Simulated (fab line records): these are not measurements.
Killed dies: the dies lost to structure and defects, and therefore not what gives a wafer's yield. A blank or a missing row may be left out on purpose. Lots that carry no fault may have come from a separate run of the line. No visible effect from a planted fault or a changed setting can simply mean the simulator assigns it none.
fab line records -- flow nand-harc
record: lots: 5, wafers: 15, last-day: 32
route steps=1302 shown A_BONDPAD@1217 HYBRID_BOND@1237 THIN_TSV@1244 END@1302
lots untouched by any fault: they come from a run of this same line in which no faults occurred
start-h: hours from the record's opening day to when the first of the lot's shown wafers began -- wait-h: time in hours since the lot's previous step -- " unchanged from the row above -- L1.1+2: several wafers, shown together as one row -- - no value, or no start was given -- * or withheld: withheld -- < > ~ a bound
route shown NAME@n: names a module that has steps shown in the file, with the first one's number in the route -- usual: the fault-free wafers' mean and standard deviation -- same: alike in all rows -- chamber/n: place in a boat -- sites: per-site readings -- _std_site: the standard deviation of these -- _edge_site: inner sites' mean taken away from outer sites' mean -- radius-mm: how far each site lies from the wafer's centre -- mask NAME#n: copy n -- behind: the tool/chamber that last shaped the wafer -- hold: the reason the lot was held/the length of the hold in hours/how it ended -- device: which transistor (n, p or np) failed to switch -- end of line: the route-end tests of the same wafers -- a step with no rows: only its recipe -- killed: the dies lost at the first sort to structure and to defects; this is not the yield of the wafer -- map: per-die view of a wafer (x killed, . not killed, _ where there is no die)
set.NAME: the setting as run; set.NAME@STEP: as run at that earlier step -- model.NAME: the simulator's own value behind a step, which no gauge read
certain route steps with their lots: each step a table, each wafer a row
services: when a tool's chamber went out of use (start-h, in hours from the record's first day, below 0 if earlier), for how many hours, and the reason
== steps ==
step: NHARC_A_BONDPAD_HARDBAKE_10
recipe: temp-c: 118, time-s: 65
step: NHARC_A_BONDPAD_DESCUM_11
recipe: time-s: 3, o2-flow-sccm: 200, ar-flow-sccm: 0, bias-power-w: 0, chemistry: O2
step: NHARC_A_BONDPAD_ETCH_34
recipe: target-depth-a: 600, overetch-a: 180, time-s: 65.91, ion-energy-ev: 200, n2-flow-sccm: 150, h2-flow-sccm: 150, ar-flow-sccm: 0, rf-w: 400, bias-w: 150, chemistry: N2/H2
step: NHARC_A_BONDPAD_ETCH_12
recipe: target-depth-a: 2200, time-s: 110, chf3-flow-sccm: 50, o2-flow-sccm: 10, ar-flow-sccm: 200, rf-w: 500, bias-w: 200, chemistry: CHF3/O2
step: NHARC_A_BONDPAD_STRIP_15
recipe: o2-flow-sccm: 500, ar-flow-sccm: 0, bias-w: 0, chemistry: O2
step: NHARC_A_BONDPAD_ETCH_24
recipe: target-depth-a: 300, over-etch-frac: 0.3, time-s: 72.99, ion-energy-ev: 150, cf4-flow-sccm: 50, n2-flow-sccm: 100, ar-flow-sccm: 150, rf-w: 300, bias-w: 100, chemistry: CF4/N2
step: NHARC_A_BONDPAD_STRIP_16
recipe: time-s: 600, temp-c: 30, chemistry: post-etch-residue-remover
step: NHARC_A_BONDPAD_DEGAS_25
recipe: temp-c: 300, time-s: 60
step: NHARC_A_BONDPAD_PRE_CLEAN_26
recipe: time-s: 30, temp-c: 280, gas: H2/He
step: NHARC_A_BONDPAD_PVD_17
recipe: target-thk-a: 50, bias-v: 168.6, power-w: 15000, chamber-pressure-pa: 0.12, time-s: 8.06, substrate-temp-c: 50, material: TaN
step: NHARC_A_BONDPAD_PVD_27
recipe: target-thk-a: 300, chamber-pressure-pa: 5, power-w: 5000, substrate-temp-c: 30, time-s: 20.49, material: Cu
step: NHARC_A_BONDPAD_ECD_18
recipe: target-thk-a: 4000, bath-temp-c: 25, material: Cu
lot.wafer,tool,chamber,start-h,wait-h
L259.2+3+5,ecd-cu-01,"1,1,0",624.76,-
L265.2+4+5,ecd-cu-02,1,683.49,-
L268.1+4+5,ecd-cu-01,"1,1,0",724.70,-
L267.2+5+6,ecd-cu-01,"0,0,1",726.90,-
L269.2+1+5,ecd-cu-01,"1,0,0",733.52,-
step: NHARC_A_BONDPAD_ANNEAL_28
recipe: temp-c: 225, time-s: 90
step: NHARC_A_BONDPAD_CMP_19
recipe: t-overpolish-s: 30, cu-recess-touch-s: 16, target-thk-nm: 169.82
step: NHARC_A_BONDPAD_SRD_21
recipe: time-s: 30, temp-c: 23, dry-time-s: 20, spin-rpm: 1500
step: NHARC_HYBRID_BOND_ACTIVATE_00
recipe: time-s: 60, n2-flow-sccm: 200, ar-flow-sccm: 0, bias-power-w: 0, chemistry: N2
step: NHARC_HYBRID_BOND_PRECLEAN_01
recipe: time-s: 300, temp-c: 23, chemistry: DIW
step: NHARC_HYBRID_BOND_SRD_02
recipe: time-s: 30, temp-c: 23, dry-time-s: 20, spin-rpm: 1500
step: NHARC_HYBRID_BOND_BOND_03
recipe: temp-c: 25
step: NHARC_HYBRID_BOND_ANNEAL_04
recipe: temp-c: 300, time-s: 7200, ramp-up-c-per-min: 5, ramp-down-c-per-min: 3, idle-temp-c: 100, pressure-atm: 1
step: NHARC_THIN_TSV_GRIND_00
recipe: target-thk-um: 6
step: NHARC_THIN_TSV_CMP_01
recipe: target-thk-um: 3
step: NHARC_THIN_TSV_SRD_03
step: NHARC_THIN_TSV_PRECLEAN_41
recipe: time-s: *, temp-c: 50, bath-age-min: 0, chemistry: SC1
step: NHARC_THIN_TSV_SRD_42
step: NHARC_THIN_TSV_DEP_43
recipe: target-thk-a: 13285, temp-c: withheld, pressure-torr: 6.5, rf-w: 900, teos-flow-sccm: 161.4, flow-sccm: 2650, target-thk-nm: 1328.5, gas: O2, material: SiO2
step: NHARC_THIN_TSV_DEHYDRATE_04
recipe: temp-c: 150, time-s: 120
step: NHARC_THIN_TSV_HMDS_05
recipe: time-s: 30
step: NHARC_THIN_TSV_COAT_06
recipe: spin-rpm: *
step: NHARC_THIN_TSV_SOFTBAKE_07
recipe: temp-c: 122, time-s: 95
step: NHARC_THIN_TSV_EBR_08
step: NHARC_THIN_TSV_EXPOSE_09
recipe: na: 0.55, dose-mj: 30.7, mask-id: TSV
step: NHARC_THIN_TSV_PEB_10
recipe: peb-temp-c: 118, peb-time-s: 85
step: NHARC_THIN_TSV_DEVELOP_11
recipe: time-s: 70
step: NHARC_END_SORT_01
recipe: temp-c: 25
usual: defect-limited-yield: 91.5/2.5, killed-at-array: 52/17, killed-at-other: 1.2/1.4, killed-at-periphery: 4.7/2.9, killed-dies: 58/17, killed-open: 3.2/1.9, killed-short: 2.4/1.4, sort_bin_2_pct: 3.0/1.1, sort_bin_3_pct: 0.6/0.37, sort_bin_4_pct: 4.8/1.4, sort-n-pass: 619/17, sort-rim-yield-pct: 90/4.9, sort-yield-pct: 91.5/2.5
same: gross-dies: 677, sort_bin_5_pct[%]: 0, sort_bin_6_pct[%]: 0, sort_bin_7_pct[%]: 0, sort_bin_8_pct[%]: 0, sort-rim-n-gross: 106.00
lot.wafer,tool,chamber,start-h,wait-h,defect-limited-yield[%],killed-at-array,killed-at-other,killed-at-periphery,killed-dies,killed-open,killed-short,sort_bin_2_pct[%],sort_bin_3_pct[%],sort_bin_4_pct[%],sort-n-pass,sort-rim-yield-pct[%],sort-yield-pct[%]
L259.2,prober-01,0,656.38,2.8,92.0,42,1,11,54,4,4,2.4,0.9,4.7,623,89,92.0
L259.3,prober-01,0,657.18,3.1,91.0,49,2,10,61,4,3,2.5,0.7,5.8,616,98,91.0
L259.5,prober-01,0,658.77,3.7,91.6,41,2,14,57,7,1,2.2,0.6,5.6,620,88,91.6
L265.2,prober-01,0,716.13,2.8,95.3,26,0,6,32,3,2,1.8,0.3,2.7,645,92,95.3
L265.4,prober-01,0,717.74,3.4,95.4,26,2,3,31,5,3,1.3,0.3,3.0,646,95,95.4
L265.5,prober-01,0,718.55,3.7,95.4,27,0,4,31,0,1,1.8,0.1,2.7,646,99,95.4
L268.1,prober-01,0,762.05,2.5,93.1,44,1,2,47,5,2,2.4,0.9,3.7,630,89,93.1
L268.5,prober-01,0,765.27,3.7,0,668,4,5,677,3,1,93.4,0.4,6.2,0,0,0
L267.5,prober-02,0,768.11,3.6,0.1,669,2,5,676,4,2,95.9,0.1,3.8,1,1,0.1
L269.1,prober-01,0,769.88,2.5,88.0,79,0,2,81,1,2,4.0,1.0,6.9,596,92,88.0
L269.2,prober-01,0,770.67,2.8,88.2,74,0,6,80,4,4,3.8,1.2,6.8,597,91,88.2
L269.5,prober-01,0,773.06,3.7,0,669,0,8,677,1,6,93.9,1.2,4.9,0,0,0
killed by level:class
L259.2 A_SLIT:chamber-film-flake=20 A_CHANNEL_HOLE_D1:chamber-film-flake=8 P_GATE:chamber-film-flake=6 A_CHANNEL_HOLE_D2:unspecified=3 A_CHANNEL_FILL_D2:geometric-particle:short=2 P_STI:chamber-film-flake=2 A_DECK1_JOINT:chamber-film-flake=2 A_STAIRCASE:chamber-film-flake=2
L259.3 A_SLIT:chamber-film-flake=31 P_GATE:chamber-film-flake=7 A_CHANNEL_HOLE_D1:chamber-film-flake=5 A_CONTACT:chamber-film-flake=4 A_CHANNEL_FILL_D1:geometric-particle:short=2 A_WL_FILL:geometric-particle:open=2 P_STI:chamber-film-flake=2 THIN_TSV:chamber-film-flake=2
L259.5 A_SLIT:chamber-film-flake=23 P_GATE:chamber-film-flake=7 A_CONTACT:chamber-film-flake=5 P_STI:chamber-film-flake=3 A_CHANNEL_HOLE_D1:chamber-film-flake=3 A_SGD_CUT:geometric-particle:open=2 THIN_TSV:chamber-film-flake=2 P_M1:geometric-particle:open=1
L265.2 A_CHANNEL_HOLE_D1:chamber-film-flake=10 A_SLIT:chamber-film-flake=4 A_CHANNEL_FILL_D2:chamber-film-flake=3 P_GATE:chamber-film-flake=3 A_STAIRCASE:chamber-film-flake=3 A_CONTACT:chamber-film-flake=3 P_GATE:geometric-particle:open=1 P_CONTACT:geometric-particle:open=1
L265.4 A_CHANNEL_HOLE_D1:chamber-film-flake=6 A_CONTACT:chamber-film-flake=5 A_STAIRCASE:chamber-film-flake=4 A_CHANNEL_FILL_D2:chamber-film-flake=3 A_SLIT:chamber-film-flake=3 P_GATE:geometric-particle:open=2 A_CHANNEL_FILL_D2:geometric-particle:open=2 A_ONON_D2:geometric-particle:short=1
L265.5 A_CHANNEL_HOLE_D1:chamber-film-flake=13 A_CONTACT:chamber-film-flake=6 P_ZERO_WELL:chamber-film-flake=4 A_STAIRCASE:chamber-film-flake=3 A_CHANNEL_FILL_D2:geometric-particle:short=1 A_ZERO_WELL:chamber-film-flake=1 A_CHANNEL_HOLE_D2:chamber-film-flake=1 A_CHANNEL_FILL_D2:chamber-film-flake=1
L268.1 A_SLIT:chamber-film-flake=17 A_CHANNEL_HOLE_D2:chamber-film-flake=6 A_STAIRCASE:chamber-film-flake=6 A_CHANNEL_HOLE_D1:chamber-film-flake=5 A_BLC:geometric-particle:open=2 A_CHANNEL_FILL_D1:chamber-film-flake=2 A_CONTACT:chamber-film-flake=2 P_M0:geometric-particle:open=1
L268.5 A_BONDPAD:area-ecd=610 A_SLIT:chamber-film-flake=28 A_CHANNEL_HOLE_D2:chamber-film-flake=14 A_CHANNEL_HOLE_D1:chamber-film-flake=8 A_STAIRCASE:chamber-film-flake=4 THIN_TSV:chamber-film-flake=3 P_BONDPAD:chamber-film-flake=2 P_M0:geometric-particle:open=1
L267.5 A_BONDPAD:area-ecd=627 A_CHANNEL_HOLE_D1:chamber-film-flake=14 A_SLIT:chamber-film-flake=7 A_CONTACT:chamber-film-flake=7 P_BONDPAD:chamber-film-flake=5 A_WL_FILL:chamber-film-flake=4 A_STAIRCASE:chamber-film-flake=2 THIN_TSV:chamber-film-flake=2
L269.1 A_SLIT:chamber-film-flake=25 A_CHANNEL_HOLE_D2:chamber-film-flake=20 A_CHANNEL_HOLE_D1:chamber-film-flake=14 A_CONTACT:chamber-film-flake=7 A_BLC:chamber-film-flake=5 A_WL_FILL:chamber-film-flake=3 P_ZERO_WELL:chamber-film-flake=2 A_STAIRCASE:chamber-film-flake=2
L269.2 A_CHANNEL_HOLE_D2:chamber-film-flake=30 A_SLIT:chamber-film-flake=22 A_CONTACT:chamber-film-flake=5 A_BLC:chamber-film-flake=4 A_CHANNEL_HOLE_D1:chamber-film-flake=3 A_WL_FILL:chamber-film-flake=3 P_ZERO_WELL:chamber-film-flake=2 A_STAIRCASE:chamber-film-flake=2
L269.5 A_BONDPAD:area-ecd=604 A_SLIT:chamber-film-flake=21 A_CHANNEL_HOLE_D2:chamber-film-flake=19 A_CHANNEL_HOLE_D1:chamber-film-flake=10 A_CONTACT:chamber-film-flake=7 A_STAIRCASE:chamber-film-flake=4 P_M0:geometric-particle:short=3 P_M2:chamber-film-flake=2
map L267.5 (x killed, . not)
____________x____________
_________xxxxxxx_________
_______xxxxxxxxxxx_______
______xxxxxxxxxxxxx______
_____xxxxxxxxxxxxxxx_____
____xxxxxxxxxxxxxxxxx____
____xxxxxxxxxxxxxxxxx____
___xxxxxxxxxxxxxxxxxxx___
___xxxxxxxxxxxxxxxxxxx___
__xxxxxxxxxxxxxxxxxxxxx__
__xxxxxxxxxxxxxxxxxxxxx__
_xxxxxxxxxxxxxxxxxxxxxxx_
_xxxxxxxxxxxxxxxxxxxxxxx_
_xxxxxxxxxxxxxxxxxxxxxxx_
_xxxxxxxxxxxxxxxxxxxxxxx_
_xxxxxxxxxxxxxxxxxxxxxxx_
xxxxxxxxxxxxxxxxxxxxxxxxx
xxxxxxxxxxxxxxxxxxxxxxxxx
xxxxxxxxxxxxxxxxxxxxxxxxx
xxxxxxxxxxxxxxxxxxxxxxxxx
xxxxxxxxxxxxxxxxxxxxxxxxx
_xxxxxxxxxxxxxxxxxxxxxxx_
_xxxxxxxxxxxxxxxxxxxxxxx_
_xxxxxxxxxxxxxxxxxxxxxxx_
_xxxxxxxxxxxxxxxxxxxxxxx_
_xxxxxxxxxxxxxxxxxxxxxxx_
__xxxxxxxxxxxxxxxxxxxxx__
__xxxxxxxxxxxxxxxxxxxxx__
___xxxxxxxxxxxxxxxxxxx___
___xxxxxxxxxxxxxxxxxxx___
____xxxxxxxxxxxxxxxxx____
____.xxxxxxxxxxxxxxxx____
_____xxxxxxxxxxxxxxx_____
______xxxxxxxxxxxxx______
_______xxxxxxxxxxx_______
_________xxxxxxx_________
____________x____________
map L268.5 (x killed, . not)
____________x____________
_________xxxxxxx_________
_______xxxxxxxxxxx_______
______xxxxxxxxxxxxx______
_____xxxxxxxxxxxxxxx_____
____xxxxxxxxxxxxxxxxx____
____xxxxxxxxxxxxxxxxx____
___xxxxxxxxxxxxxxxxxxx___
___xxxxxxxxxxxxxxxxxxx___
__xxxxxxxxxxxxxxxxxxxxx__
__xxxxxxxxxxxxxxxxxxxxx__
_xxxxxxxxxxxxxxxxxxxxxxx_
_xxxxxxxxxxxxxxxxxxxxxxx_
_xxxxxxxxxxxxxxxxxxxxxxx_
_xxxxxxxxxxxxxxxxxxxxxxx_
_xxxxxxxxxxxxxxxxxxxxxxx_
xxxxxxxxxxxxxxxxxxxxxxxxx
xxxxxxxxxxxxxxxxxxxxxxxxx
xxxxxxxxxxxxxxxxxxxxxxxxx
xxxxxxxxxxxxxxxxxxxxxxxxx
xxxxxxxxxxxxxxxxxxxxxxxxx
_xxxxxxxxxxxxxxxxxxxxxxx_
_xxxxxxxxxxxxxxxxxxxxxxx_
_xxxxxxxxxxxxxxxxxxxxxxx_
_xxxxxxxxxxxxxxxxxxxxxxx_
_xxxxxxxxxxxxxxxxxxxxxxx_
__xxxxxxxxxxxxxxxxxxxxx__
__xxxxxxxxxxxxxxxxxxxxx__
___xxxxxxxxxxxxxxxxxxx___
___xxxxxxxxxxxxxxxxxxx___
____xxxxxxxxxxxxxxxxx____
____xxxxxxxxxxxxxxxxx____
_____xxxxxxxxxxxxxxx_____
______xxxxxxxxxxxxx______
_______xxxxxxxxxxx_______
_________xxxxxxx_________
____________x____________
== services ==
tool,chamber,start-h,hours,kind
ecd-cu-02,-,601.09,8.0,pm
ecd-cu-02,-,643.36,1.1,repair
ecd-cu-01,-,647.80,0.6,repair
ecd-cu-01,-,688.20,8.0,pm
== key ==
first-sign: step: NHARC_END_SORT_01, reading: sort_bin_2_pct, direction: up, sigmas: 83, usual: 3.0, struck: 94.4
effect: step: NHARC_END_SORT_01, reading: killed-at-array, direction: up, sigmas: 37, usual: 52, struck: 669
more-kills-born-at: NHARC_A_BONDPAD_ECD_18@ecd-cu-01: 1841
met-at NHARC_A_BONDPAD_ECD_18
struck-wafers L267.5,L268.5,L269.5
later-rows-left-out L267.5,L268.5,L269.5
onset-between 624.76 724.70
fault: kind: process-parameter-drift, tool: ecd-cu-01, chamber: -, onset-h: 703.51, steps: NHARC_A_BONDPAD_ECD_18, channel: target-thk-a, offset: *, shape: step, end-h: 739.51, scope: struck-wafers-only, acts-in: *, stated: *
later-rows-left-out: the simulator's readings of these wafers behind a module that went badly wrong aren't trusted and aren't shown, but for the sort
